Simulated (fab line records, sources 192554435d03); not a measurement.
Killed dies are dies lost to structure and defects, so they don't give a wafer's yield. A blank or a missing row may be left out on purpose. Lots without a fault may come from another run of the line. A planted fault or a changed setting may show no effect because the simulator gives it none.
Problem report in the 8D (eight disciplines) form, filled by code | flow n5_finfet | the parts of the form that need people (team, actions taken, sign-off) are left out

1. THE PROBLEM
trench_depth_nm at N5_BEOL_M13_OCD_MEAS_35 reads a mean of 344 nm on 3 wafers of 2 lots; wafers without a fault read 415 nm with a standard deviation of 7.9. That is -8.9 standard deviations from the usual mean.
First seen on wafer L221.2, day 14 23:40, on ocd-01. The record holds 21 wafers of 7 lots with a number at this step. Rule for "out", or "out of limits": more than 4 standard deviations from the usual mean. The other wafers with a number count as sound.

2. WHAT IT IS AND WHAT IT IS NOT
question                    | is                     | is not
which readings at this step | trench_depth_nm        | -
which lots                  | L221, L224             | L207, L208, L222, L227, L229
which wafers of those lots  | L221.2, L221.5, L224.2 | L221.3, L224.4, L224.6
read on which gauges        | ocd-01                 | ocd-02
when                        | from day 14 23:40      | up to then (7 sound wafers); but 11 sound wafers of L222, L224, L227, L229 came after

3. SUSPECTS, AND WHAT RULES EACH OUT
Counting: a tool at a process step up to the reading stays a suspect if it ran every lot that is out. Sound lots after the first of them don't rule it out here, since some wafers of a struck lot are sound.
- the gauge at N5_BEOL_M13_OCD_MEAS_35: ruled out. All the wafers that are out were read on ocd-01, but those of them that N5_BEOL_M13_THK_MEAS_50 has rows for are out there too, on other tools.
- rie_diel-02 at N5_BEOL_M13_TRENCH_ETCH_34 (etches SiOC in C4F8/O2/Ar, target depth 413.47 nm, time 162.6 s): kept. It ran every lot that is out, first L221 (day 14 23:29); its last sound lot up to then is L208 (day 11 21:53).
Left after counting: rie_diel-02 at N5_BEOL_M13_TRENCH_ETCH_34.

4. THE CAUSE (what the simulator had put in)
Process parameter drift: rie_diel-02, from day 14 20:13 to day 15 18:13, at N5_BEOL_M13_TRENCH_ETCH_34. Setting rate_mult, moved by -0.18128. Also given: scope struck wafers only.
Counting left only this tool.

5. THE CHAIN OF EFFECTS, in route order
Each row: a reading whose mean over the struck wafers that have a number lies more than 3 standard deviations from the usual. Only readings for which the record gives a usual standard deviation are gone through. hours: the time from each lot's start at the first step in this table that gives one to its start at this step, as a median over the lots. sigmas: the change in usual standard deviations.
hours | step                    | reading           | usual         | on struck wafers | change  | sigmas
0     | N5_BEOL_M13_OCD_MEAS_35 | trench_depth_nm   | 415 nm        | 344              | -71     | -8.9
3     | N5_BEOL_M13_THK_MEAS_50 | M13_THK           | 418 nm        | 346              | -72     | -8.5
3     | N5_BEOL_M13_RS_MEAS_54  | M13_RS            | 0.0449 ohm/sq | 0.0544           | +0.0095 | +11
17    | N5_BEOL_M15_RC_MEAS_101 | SERP_M13          | 0.308 ohm/um  | 0.378            | +0.070  | +8.1
17    | N5_BEOL_M15_RC_MEAS_101 | SERP_M13_max_site | 0.311 ohm/um  | 0.382            | +0.071  | +8.1

6. WHAT WOULD HAVE CAUGHT IT SOONER
In this record the first reading out of limits at a measuring or inspecting step was taken at day 14 23:40, 3 hours after the fault began at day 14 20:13.
Of the tool readings at N5_BEOL_M13_TRENCH_ETCH_34 for which the record gives a usual standard deviation, none was out on any struck wafer, so an alarm limit of 4 standard deviations on them would not have fired.
Of the lots that are out (2), L224 began N5_BEOL_M13_TRENCH_ETCH_34 on rie_diel-02 after day 14 23:40. A hold on the tool at that time would have spared it.
